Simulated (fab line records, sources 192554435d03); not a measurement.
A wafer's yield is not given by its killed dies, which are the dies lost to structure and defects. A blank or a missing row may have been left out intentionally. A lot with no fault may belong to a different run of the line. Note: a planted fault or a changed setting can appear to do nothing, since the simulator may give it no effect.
Chamber matching + flow n5-finfet + rie-diel-01 running N5_BEOL_M12_DESCUM_15: 4 sister chambers
The step chemistry O2, time 7.9 s. 8 wafers are shown with their chamber, then 8 later ones without.

EACH WAFER AND ITS CHAMBER
| wafer  | chamber | drypump-motor-current-A (A) | showerhead-plenum-p-Torr (Torr) |
|--------|---------|-----------------------------|---------------------------------|
| L075.5 | 0       | 5.9                         | 2.23                            |
| L074.2 | 1       | 5.3                         | 2.14                            |
| L074.6 | 0       | 5.9                         | 2.23                            |
| L078.4 | 1       | 5.3                         | 2.14                            |
| L077.6 | 2       | 5.9                         | 2.20                            |
| L088.1 | 2       | 5.9                         | 2.19                            |
| L088.6 | 3       | 5.2                         | 2.11                            |
| L086.2 | 3       | 5.3                         | 2.11                            |

WAFERS WITH NO CHAMBER GIVEN
| wafer  | drypump-motor-current-A (A) | showerhead-plenum-p-Torr (Torr) |
|--------|-----------------------------|---------------------------------|
| L086.3 | 5.9                         | 2.21                            |
| L086.5 | 5.2                         | 2.11                            |
| L090.4 | 5.3                         | 2.13                            |
| L090.5 | 5.9                         | 2.21                            |
| L090.6 | 5.2                         | 2.11                            |
| L094.1 | 5.9                         | 2.21                            |
| L094.2 | 5.2                         | 2.10                            |
| L094.6 | 5.9                         | 2.18                            |

CHAMBER TAKEN BY EACH
| wafer  | from the rows above     | in truth |
|--------|-------------------------|----------|
| L086.3 | can't be placed: 2 or 0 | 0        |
| L086.5 | 3                       | 3        |
| L090.4 | 1                       | 1        |
| L090.5 | can't be placed: 2 or 0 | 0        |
| L090.6 | 3                       | 3        |
| L094.1 | can't be placed: 2 or 0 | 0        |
| L094.2 | 3                       | 3        |
| L094.6 | 2                       | 2        |
5 of 8 placed correctly. Not placeable from these rows: 3 (in 3, the candidates include the true chamber). Number placed wrongly: 0.
How it was worked out, from the rows above alone: a wafer's distance from a chamber is the root of the sum, over the readings, of the square of ((its reading less the chamber's mean) divided by the reading's scatter). If the next closest chamber is less than 2 further off than the closest, the wafer can't be placed; otherwise it belongs to the closest. Each chamber's mean is taken over the wafers shown for it. The scatter: the root of (the sum of the squares of (reading less its chamber's mean) over the shown wafers, divided by (wafers less chambers)).
